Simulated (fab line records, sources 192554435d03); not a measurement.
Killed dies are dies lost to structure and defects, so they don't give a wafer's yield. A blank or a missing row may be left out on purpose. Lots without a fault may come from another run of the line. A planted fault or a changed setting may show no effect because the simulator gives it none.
One fault seen from 3 desks | flow n5_finfet | each desk has only its own numbers; what lay behind them comes last

THE METROLOGY DESK
What the gauges read, lot by lot, whatever tool the lot ran on: means of the sampled wafers that have a number. A lot is out of limits, marked OUT, if its mean lies more than 4 standard deviations from the usual mean; the brackets give that distance. Of its 11 readings 7 are shown: those that lie furthest out on some lot.
Columns: A = DIBL_N at N5_BEOL_M4_RC_MEAS_101, usual 35.7 mV/V; B = IOFF_P at N5_BEOL_M4_RC_MEAS_101, usual 0.20 nA/um; C = ION_N at N5_BEOL_M4_RC_MEAS_101, usual 672 uA/um; D = ION_P at N5_BEOL_M4_RC_MEAS_101, usual 461 uA/um; E = SS_P at N5_BEOL_M4_RC_MEAS_101, usual 73.1 mV/dec; F = VT_N at N5_BEOL_M4_RC_MEAS_101, usual 251 mV; G = VT_P at N5_BEOL_M4_RC_MEAS_101, usual -251 mV
lot  | first seen here | A    | B    | C   | D   | E    | F   | G
L270 | day 3 10:04     | 35.8 | 0.24 | 679 | 467 | 73.9 | 248 | -246
L272 | day 3 22:18     | 36.0 | 0.24 | 673 | 464 | 73.6 | 250 | -247
L274 | day 4 13:08     | 36.3 | 0.19 | 679 | 458 | 73.5 | 250 | -254
L281 | day 6 06:52     | 36.9 | 0.22 | 683 | 468 | 73.3 | 244 | -247
L282 | day 6 13:33     | 35.0 | 0.16 | 654 | 446 | 73.1 | 252 | -256
L285 | day 7 05:16     | 36.3 | 0.19 | 670 | 454 | 73.2 | 252 | -254
L288 | day 7 22:52     | 38.3 | 0.27 | 684 | 475 | 74.4 | 247 | -245
L292 | day 9 06:35     | 35.3 | 0.18 | 668 | 459 | 72.7 | 252 | -251
L293 | day 9 10:13     | 34.7 | 0.19 | 665 | 461 | 72.8 | 255 | -251
This desk's finding: nothing out of limits on any of the 9 lots.

THE DEFECT DESK
What the inspections along the route counted, lot by lot: means of the sampled wafers that have a number. A lot is out of limits, marked OUT, if its mean lies more than 4 standard deviations from the usual mean; the brackets give that distance.
Columns: A = raw_defect_count at N5_SD_EPI_P_INSPECT_26, usual 170; B = raw_defect_count at N5_SD_ACTIVATION_INSPECT_02, usual 169
lot  | first seen here | A             | B
L270 | day 3 10:15     | 134           | 135
L272 | day 3 22:28     | 140           | 141
L274 | day 4 13:18     | 167           | 162
L281 | day 6 07:03     | 884 (+20) OUT | 864 (+20) OUT
L282 | day 6 13:43     | 853 (+20) OUT | 848 (+19) OUT
L285 | day 7 05:26     | 159           | 160
L288 | day 7 23:02     | 195           | 188
L292 | day 9 06:46     | 160           | 165
L293 | day 9 10:23     | 164           | 162
This desk's finding: out of limits on L281, L282; first on L281, day 6 07:03 (raw_defect_count at N5_SD_EPI_P_INSPECT_26). In limits: L270, L272, L274, L285, L288, L292, L293.

THE TOOL OWNER'S DESK: wet_bench-03
The tool's own readings at N5_SD_EPI_P_WET_ETCH_45 (etches SiO2 in dHF, time 10.7 s, target depth 2 nm, rinse time 30 s): means of the sampled wafers that have a number, for each lot that ran on this tool. A lot is out of limits, marked OUT, if its mean lies more than 4 standard deviations from the usual mean; the brackets give that distance.
Columns: A = temp_c at N5_SD_EPI_P_WET_ETCH_45, usual 25.00 C
lot  | first seen here | A
L272 | day 3 18:41     | 25.12
L281 | day 6 03:16     | 25.08
L282 | day 6 09:56     | 24.97
L293 | day 9 07:27     | 25.05
This desk's finding: nothing out of limits on any of the 4 lots.

PUT TOGETHER
The defect desk could have raised an alarm at day 6 07:03, on L281, L282.
The metrology desk saw nothing out of limits.
The tool owner's desk saw nothing out of limits.
The metrology desk has L281, L282 on record, within its limits.
The tool owner's desk has L281, L282 on record, within its limits.
Of the lots named, all ran N5_SD_EPI_P_WET_ETCH_45 on wet_bench-03.

WHAT THE SIMULATOR HAD PUT IN
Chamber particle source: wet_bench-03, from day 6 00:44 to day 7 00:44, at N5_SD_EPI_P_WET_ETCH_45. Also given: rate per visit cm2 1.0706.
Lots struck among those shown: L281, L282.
Hours from the fault's start to each desk's first reading out of limits: the defect desk, 6.
